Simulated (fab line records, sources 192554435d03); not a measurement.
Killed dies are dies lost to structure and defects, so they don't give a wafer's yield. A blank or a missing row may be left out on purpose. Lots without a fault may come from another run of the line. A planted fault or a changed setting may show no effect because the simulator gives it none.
A struck lot beside a sound one | flow n5_finfet | 16 steps out of a route of 1938
Sound: wafers L848.3, L848.4, L848.5. Struck: wafers L858.2, L858.3, L858.6. The cause comes at the end.
At each step with rows: each side's tool, then ch and its chambers, then its first start. Under that, the readings that differ: sound wafers | struck wafers | difference of the means | sigmas: that difference in standard deviations of wafers without a fault.
alike: readings whose means differ by less than 2 such deviations, and words and numbers that are the same on both sides. not compared: withheld readings, readings that some wafer has no value for, bounds like >300 that may hide the same value, and numbers for which the record gives no deviation and whose values overlap.
The two part at a step that has a row with sigmas, a row that says differs or no value, or rows on one side only. Numbers that don't overlap but have no deviation are shown without sigmas and don't part them. A reading that every wafer of one side lacks parts them only if that side has two wafers or more.

N5_BEOL_M3_ETCH_41: etches SiCN in CH3F/O2, target depth 29.9 nm, time 52.5 s.
  sound on rie_diel-02 ch 0,2; struck on rie_diel-06 ch 1,3
  alike: drypump_motor_current_A, oes_product_au, rf_vpp_V, showerhead_plenum_p_Torr, throttle_valve_pct
  not compared: rf_hours_counter_h
N5_BEOL_M3_STRIP_97: strips in N2/H2, time 10 s.
  sound on rie_diel-02 ch 0,2; struck on rie_diel-06 ch 1,3
  alike: drypump_motor_current_A, h2_flow_sccm, oes_product_au, rf_vpp_V, showerhead_plenum_p_Torr, throttle_valve_pct
  not compared: rf_hours_counter_h
N5_BEOL_M3_OCD_MEAS_38:
  sound on ocd-01, day 8 01:02; struck on ocd-01, day 11 16:03
  alike: trench_depth_nm
then, 4 steps without rows for these wafers: N5_BEOL_M3_HM_STRIP_39 (strips TiN in peroxide tin strip, target depth 25 nm, time 158 s); N5_BEOL_M3_SRD_40 (time 30 s); N5_BEOL_M3_PRECLEAN_42 (cleans in residue remover, time 60 s); N5_BEOL_M3_SRD_43 (time 30 s).
N5_BEOL_M3_CD_MEAS_35: target cd 18 nm, target cd y 21 nm.
  sound on cd_sem-02, day 8 01:11; struck on cd_sem-02, day 11 16:12
  alike: cd_nm
N5_BEOL_M3_DEGAS_44: time 60 s.
  sound on pvd_sputter-03, day 8 01:17; struck on pvd_sputter-03, day 11 16:40
  alike: heater_power_w
then, 2 steps without rows for these wafers: N5_BEOL_M3_PRE_CLEAN_45 (time 30 s); N5_BEOL_M3_ALD_84 (deposits TaN, pulse time 2 s, purge time 3 s, co reactant purge time 2 s).
N5_BEOL_M3_SURFACE_TREAT_85:
  sound on pvd_sputter-01, day 8 01:55; struck on pvd_sputter-01, day 11 17:58
  not compared: throttle_valve_pct
N5_BEOL_M3_CVD_47: deposits Co from CCTBA/H2, target thk 3 nm, time 223.8 s.
  sound on cvd_co-01 ch 0,1,2, day 8 02:13; struck on cvd_co-02 ch 0,2, day 11 18:01
  reading          | sound             | struck            | difference | sigmas
  run_length_s (s) | 246.6 245.9 246.9 | 132.0 132.4 132.2 | -114.3     | -99 or more
N5_BEOL_M3_SPUTTER_48: material Cu, target thk 4.5 nm, time 8.29 s.
  sound on pvd_sputter-02, day 8 03:27; struck on pvd_sputter-01, day 11 18:11
  alike: throttle_valve_pct
N5_BEOL_M4_RC_MEAS_101:
  sound on prober-02 ch 0, day 8 17:40; struck on prober-02 ch 0, day 12 10:42
  reading        | sound          | struck         | difference | sigmas
  IOFF_N (nA/um) | 0.18 0.19 0.22 | 0.13 0.14 0.11 | -0.07      | -2
  SS_P (mV/dec)  | 73.3 74.2 74.4 | 72.1 72.8 72.4 | -1.5       | -2
  VT_N (mV)      | 244 247 244    | 253 253 257    | +9         | +3
  VT_P (mV)      | -250 -246 -245 | -255 -250 -256 | -7         | -2
  alike: DIBL_N, DIBL_P, IOFF_P, ION_N, ION_P, SS_N
N5_PASSIVATION_PROBE_49:
  the record has rows for the sound wafers here (prober-01, day 13 03:21) and none for the struck ones

WHERE THEY PART
First at N5_BEOL_M3_CVD_47; last, within this record, at N5_PASSIVATION_PROBE_49.

WHY: what the simulator had put in
Process parameter drift: cvd_co-02, from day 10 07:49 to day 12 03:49, at N5_BEOL_M3_CVD_47. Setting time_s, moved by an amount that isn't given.
